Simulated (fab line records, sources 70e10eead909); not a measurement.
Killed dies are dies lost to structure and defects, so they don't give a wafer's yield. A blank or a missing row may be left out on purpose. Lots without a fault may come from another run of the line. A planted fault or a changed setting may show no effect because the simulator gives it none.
Chamber matching | flow nand_harc | NHARC_A_CHANNEL_HOLE_D1_DESCUM_15 on rie_diel-09: 4 sister chambers
The step chemistry O2, time 3 s. 16 wafers are shown with their chamber, then 8 later ones without.

WAFERS WITH THEIR CHAMBER
wafer  | chamber | showerhead_plenum_p_Torr (Torr) | oes_product_au (a.u.) | rf_vpp_V (V)
L074.1 | 1       | 1.81                            | 1.003                 | 58.9
L074.2 | 3       | 1.78                            | 1.012                 | 57.3
L074.3 | 0       | 1.93                            | 0.983                 | 59.0
L074.4 | 2       | 2.03                            | 1.000                 | 57.2
L074.5 | 1       | 1.81                            | 1.009                 | 58.5
L074.6 | 0       | 1.93                            | 0.999                 | 59.9
L079.1 | 2       | 2.02                            | 1.003                 | 59.7
L079.2 | 0       | 1.93                            | 0.979                 | 56.9
L079.3 | 1       | 1.81                            | 0.996                 | 57.7
L079.4 | 3       | 1.78                            | 1.005                 | 57.3
L079.5 | 0       | 1.93                            | 0.984                 | 56.4
L079.6 | 1       | 1.81                            | 1.003                 | 57.8
L083.1 | 1       | 1.81                            | 0.992                 | 57.8
L083.2 | 2       | 2.02                            | 0.997                 | 59.4
L083.3 | 0       | 1.93                            | 0.984                 | 57.5
L083.4 | 3       | 1.77                            | 1.003                 | 58.5

SIGNATURES (means of the wafers above)
reading                  | chamber 0 | chamber 1 | chamber 2 | chamber 3 | scatter within a chamber
showerhead_plenum_p_Torr | 1.9300    | 1.8100    | 2.0233    | 1.7767    | 0.00333
oes_product_au           | 0.98580   | 1.00060   | 1.00000   | 1.00667   | 0.00629
rf_vpp_V                 | 57.940    | 58.140    | 58.767    | 57.700    | 1.1
Rule: a wafer's distance from a chamber is the root of the sum, over the readings, of the square of ((its reading less the chamber's mean) divided by the reading's scatter). The wafer belongs to the nearest chamber; if the next one is less than 2 further off, it can't be placed. The scatter: the root of (the sum of the squares of (reading less its chamber's mean) over the shown wafers, divided by (wafers less chambers)).

WAFERS WITHOUT THEIR CHAMBER
wafer  | showerhead_plenum_p_Torr (Torr) | oes_product_au (a.u.) | rf_vpp_V (V)
L083.5 | 2.02                            | 1.004                 | 58.3
L083.6 | 1.77                            | 1.001                 | 57.1
L084.1 | 1.77                            | 0.997                 | 56.4
L084.2 | 1.93                            | 0.987                 | 57.8
L084.3 | 2.02                            | 1.009                 | 59.3
L084.4 | 1.81                            | 0.996                 | 55.9
L084.5 | 1.77                            | 0.996                 | 56.4
L084.6 | 2.02                            | 1.000                 | 59.9

WHICH CHAMBER EACH WENT THROUGH
wafer  | from the rows above | in truth
L083.5 | 2                   | 2
L083.6 | 3                   | 3
L084.1 | 3                   | 3
L084.2 | 0                   | 0
L084.3 | 2                   | 2
L084.4 | 1                   | 1
L084.5 | 3                   | 3
L084.6 | 2                   | 2
Placed correctly: 8 of 8. Can't be placed from these rows: 0. Placed wrongly: 0.
